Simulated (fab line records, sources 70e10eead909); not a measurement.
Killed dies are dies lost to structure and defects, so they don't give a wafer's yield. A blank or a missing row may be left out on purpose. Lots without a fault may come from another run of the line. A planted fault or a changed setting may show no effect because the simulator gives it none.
Which tool did it? | flow nand_harc | 24 lots, 72 wafers sampled, at 4 steps of a route of 1302

WHAT THE GAUGES READ, wafer by wafer
NHARC_P_GATE_CD_MEAS_33. Usual: cd_nm 120.7 nm, standard deviation 2.3.
lot  | measured     | on        | cd_nm (nm)        | flag
L074 | day 5 02:46  | cd_sem-03 | 122.2 121.2 121.3 |
L075 | day 5 09:37  | cd_sem-03 | 124.1 123.1 125.1 |
L076 | day 6 02:27  | cd_sem-01 | 118.0 124.4 120.3 |
L077 | day 6 06:40  | cd_sem-01 | 123.4 123.2 124.0 |
L078 | day 6 23:10  | cd_sem-02 | 123.9 120.4 126.2 |
L079 | day 6 23:19  | cd_sem-03 | 124.1 119.2 122.8 |
L080 | day 7 09:38  | cd_sem-02 | 116.1 122.1 123.4 |
L081 | day 7 20:09  | cd_sem-01 | 118.6 119.7 123.8 |
L082 | day 8 10:01  | cd_sem-02 | 116.1 122.2 117.6 |
L083 | day 9 00:19  | cd_sem-02 | 120.5 120.6 127.2 |
L084 | day 9 05:26  | cd_sem-03 | 119.9 120.5 118.8 |
L085 | day 9 11:49  | cd_sem-01 | 122.4 120.8 120.7 |
L086 | day 9 23:32  | cd_sem-01 | 118.1 120.4 120.2 |
L087 | day 10 07:11 | cd_sem-01 | 120.7 117.4 120.1 |
L088 | day 11 06:17 | cd_sem-03 | 121.4 117.8 118.8 |
L089 | day 11 06:48 | cd_sem-02 | 122.0 116.8 119.8 |
L090 | day 11 14:56 | cd_sem-03 | 120.8 120.2 122.7 |
L091 | day 12 00:32 | cd_sem-02 | 117.8 120.8 121.7 |
L092 | day 12 10:40 | cd_sem-03 | 120.7 122.1 120.6 |
L093 | day 13 05:46 | cd_sem-03 | 125.8 119.9 119.8 |
L094 | day 13 08:05 | cd_sem-03 | 116.5 119.8 116.9 |
L095 | day 14 00:09 | cd_sem-01 | 115.5 124.8 121.0 |
L096 | day 14 08:14 | cd_sem-02 | 121.1 118.9 121.7 |
L097 | day 14 12:19 | cd_sem-01 | 120.0 123.3 120.9 |

NHARC_P_CONTACT_INSPECT_14. Usual: raw_defect_count 4.1, standard deviation 2.5.
lot  | measured     | on                | raw_defect_count | flag
L074 | day 5 21:48  | defect_inspect-01 | 5 6 3            |
L075 | day 6 04:54  | defect_inspect-01 | 7 5 5            |
L076 | day 6 21:17  | defect_inspect-01 | 3 5 0            |
L077 | day 7 01:49  | defect_inspect-02 | 1 6 1            |
L078 | day 7 18:44  | defect_inspect-01 | 3 5 9            |
L079 | day 7 19:04  | defect_inspect-01 | 4 1 4            |
L080 | day 8 04:40  | defect_inspect-01 | 6 5 7            |
L081 | day 8 15:15  | defect_inspect-02 | 3 1 5            |
L082 | day 9 05:40  | defect_inspect-02 | 9 6 11           |
L083 | day 9 19:38  | defect_inspect-01 | 4 0 7            |
L084 | day 10 00:33 | defect_inspect-02 | 1 7 7            |
L085 | day 10 07:37 | defect_inspect-01 | 3 6 7            |
L086 | day 10 18:58 | defect_inspect-02 | 3 11 7           |
L087 | day 11 05:26 | defect_inspect-02 | 8 6 5            |
L088 | day 12 01:28 | defect_inspect-02 | 2 1 2            |
L089 | day 12 04:07 | defect_inspect-01 | 8 3 1            |
L090 | day 12 09:59 | defect_inspect-01 | 5 6 5            |
L091 | day 12 19:54 | defect_inspect-01 | 4 5 4            |
L092 | day 13 05:56 | defect_inspect-02 | 7 2 4            |
L093 | day 14 00:44 | defect_inspect-01 | 5 5 6            |
L094 | day 14 05:35 | defect_inspect-01 | 2 3 1            |
L095 | day 14 19:23 | defect_inspect-02 | 4 2 4            |
L096 | day 15 04:01 | defect_inspect-02 | 3 7 8            |
L097 | day 15 07:31 | defect_inspect-01 | 4 3 4            |

WHICH TOOL RAN EACH LOT (tool, then ch and the chambers of the sampled wafers, then the start)
lot  | NHARC_P_GATE_DEP_103            | NHARC_P_GATE_STRIP_111
L074 | pecvd-04 ch 0,1,2, day 5 00:45  | plasma_asher-02 ch 0,1, day 5 14:13
L075 | pecvd-02 ch 1,2, day 5 08:07    | plasma_asher-02 ch 0,1, day 5 21:16
L076 | pecvd-03 ch 0,1,2, day 6 00:47  | plasma_asher-02 ch 0,1, day 6 13:55
L077 | pecvd-03 ch 0,1, day 6 05:07    | plasma_asher-01 ch 0,1, day 6 18:18
L078 | pecvd-02 ch 1,2, day 6 21:30    | plasma_asher-02 ch 0,1, day 7 10:42
L079 | pecvd-03 ch 0,1, day 6 21:34    | plasma_asher-01 ch 1, day 7 11:22
L080 | pecvd-04 ch 0,1,2, day 7 07:58  | plasma_asher-02 ch 0,1, day 7 21:02
L081 | pecvd-04 ch 0,1, day 7 18:27    | plasma_asher-02 ch 0,1, day 8 07:41
L082 | pecvd-02 ch 0,2, day 8 08:31    | plasma_asher-01 ch 0,1, day 8 21:46
L083 | pecvd-04 ch 1,2, day 8 22:40    | plasma_asher-02 ch 0,1, day 9 11:56
L084 | pecvd-02 ch 0,1,2, day 9 03:52  | plasma_asher-02 ch 0,1, day 9 17:04
L085 | pecvd-03 ch 0,1, day 9 10:06    | plasma_asher-02 ch 0,1, day 9 23:34
L086 | pecvd-02 ch 0,1, day 9 21:54    | plasma_asher-01 ch 0,1, day 10 11:20
L087 | pecvd-04 ch 0,2, day 10 05:34   | plasma_asher-02 ch 0,1, day 10 21:55
L088 | pecvd-03 ch 0,1,2, day 11 04:46 | plasma_asher-01 ch 0,1, day 11 17:55
L089 | pecvd-04 ch 0,2, day 11 05:16   | plasma_asher-02 ch 1, day 11 20:32
L090 | pecvd-03 ch 0,1, day 11 13:19   | plasma_asher-02 ch 0,1, day 12 02:28
L091 | pecvd-03 ch 0,1,2, day 11 22:53 | plasma_asher-02 ch 0,1, day 12 12:10
L092 | pecvd-03 ch 0,2, day 12 08:55   | plasma_asher-01 ch 0, day 12 22:12
L093 | pecvd-04 ch 0,1,2, day 13 04:09 | plasma_asher-01 ch 0,1, day 13 17:22
L094 | pecvd-02 ch 0,1,2, day 13 06:32 | plasma_asher-02 ch 0,1, day 13 21:37
L095 | pecvd-02 ch 0,1,2, day 13 22:33 | plasma_asher-01 ch 0,1, day 14 11:41
L096 | pecvd-03 ch 1,2, day 14 06:37   | plasma_asher-01 ch 0,1, day 14 19:53
L097 | pecvd-04 ch 0,1,2, day 14 10:03 | plasma_asher-01 ch 0,1, day 14 23:44
- NHARC_P_GATE_DEP_103: deposits SiON, target thk 30 nm.
- NHARC_P_GATE_STRIP_111: strips in N2/H2, time 250 s.

WHAT THE TOOLS THEMSELVES READ (means of the sampled wafers that have a number; where no wafer has one, the mark that the record gives instead)
NHARC_P_GATE_DEP_103. Usual: heater_power_w 738 W, standard deviation 87.
lot  | tool     | heater_power_w (W) | flag
L074 | pecvd-04 | 763                |
L075 | pecvd-02 | 685                |
L076 | pecvd-03 | 770                |
L077 | pecvd-03 | 690                |
L078 | pecvd-02 | 738                |
L079 | pecvd-03 | 694                |
L080 | pecvd-04 | 752                |
L081 | pecvd-04 | 804                |
L082 | pecvd-02 | 652                |
L083 | pecvd-04 | 728                |
L084 | pecvd-02 | 735                |
L085 | pecvd-03 | 635                |
L086 | pecvd-02 | 693                |
L087 | pecvd-04 | 777                |
L088 | pecvd-03 | 719                |
L089 | pecvd-04 | 787                |
L090 | pecvd-03 | 649                |
L091 | pecvd-03 | 723                |
L092 | pecvd-03 | 740                |
L093 | pecvd-04 | 781                |
L094 | pecvd-02 | 726                |
L095 | pecvd-02 | 754                |
L096 | pecvd-03 | 796                |
L097 | pecvd-04 | 740                |

NHARC_P_GATE_STRIP_111. Usual: drypump_motor_current_A 5.6 A, standard deviation 0.37; heater_power_w 93.9 W, standard deviation 2.4.
lot  | tool            | drypump_motor_current_A (A) | heater_power_w (W) | flag
L074 | plasma_asher-02 | 5.9                         | 94.1               |
L075 | plasma_asher-02 | 6.0                         | 96.3               |
L076 | plasma_asher-02 | 6.0                         | 95.9               |
L077 | plasma_asher-01 | 5.3                         | 92.4               |
L078 | plasma_asher-02 | 5.9                         | 93.6               |
L079 | plasma_asher-01 | 5.5                         | 91.2               |
L080 | plasma_asher-02 | 5.9                         | 93.9               |
L081 | plasma_asher-02 | 5.9                         | 93.3               |
L082 | plasma_asher-01 | 5.3                         | 93.8               |
L083 | plasma_asher-02 | 5.9                         | 95.4               |
L084 | plasma_asher-02 | 6.0                         | 95.5               |
L085 | plasma_asher-02 | 5.9                         | 94.3               |
L086 | plasma_asher-01 | 5.4                         | 93.9               |
L087 | plasma_asher-02 | 6.0                         | 94.5               |
L088 | plasma_asher-01 | 5.3                         | 92.3               |
L089 | plasma_asher-02 | 6.0                         | 95.1               |
L090 | plasma_asher-02 | 5.9                         | 94.4               |
L091 | plasma_asher-02 | 5.9                         | 92.9               |
L092 | plasma_asher-01 | 5.0                         | 94.2               |
L093 | plasma_asher-01 | 5.2                         | 92.0               |
L094 | plasma_asher-02 | 6.0                         | 93.8               |
L095 | plasma_asher-01 | 5.2                         | 92.3               |
L096 | plasma_asher-01 | 5.2                         | 93.5               |
L097 | plasma_asher-01 | 5.2                         | 91.5               |

THE ANSWER, worked out from the rows above alone
Rule: a lot is off if the mean of its wafers that have a number lies more than 3 standard deviations from the usual mean. A lot without any number at a reading at which 4 lots or more have one is off too. The other lots that the step has rows for count as sound. The gauges are gone through in route order, then the tools' own readings, and for those a lot's mean is taken as printed above. The first step at which some lot is off is used, and at that step the reading that is off furthest; a lot without a number counts as furthest.
No lot is off at any reading shown: from this, nothing can be told.

WHAT THE SIMULATOR HAD PUT IN
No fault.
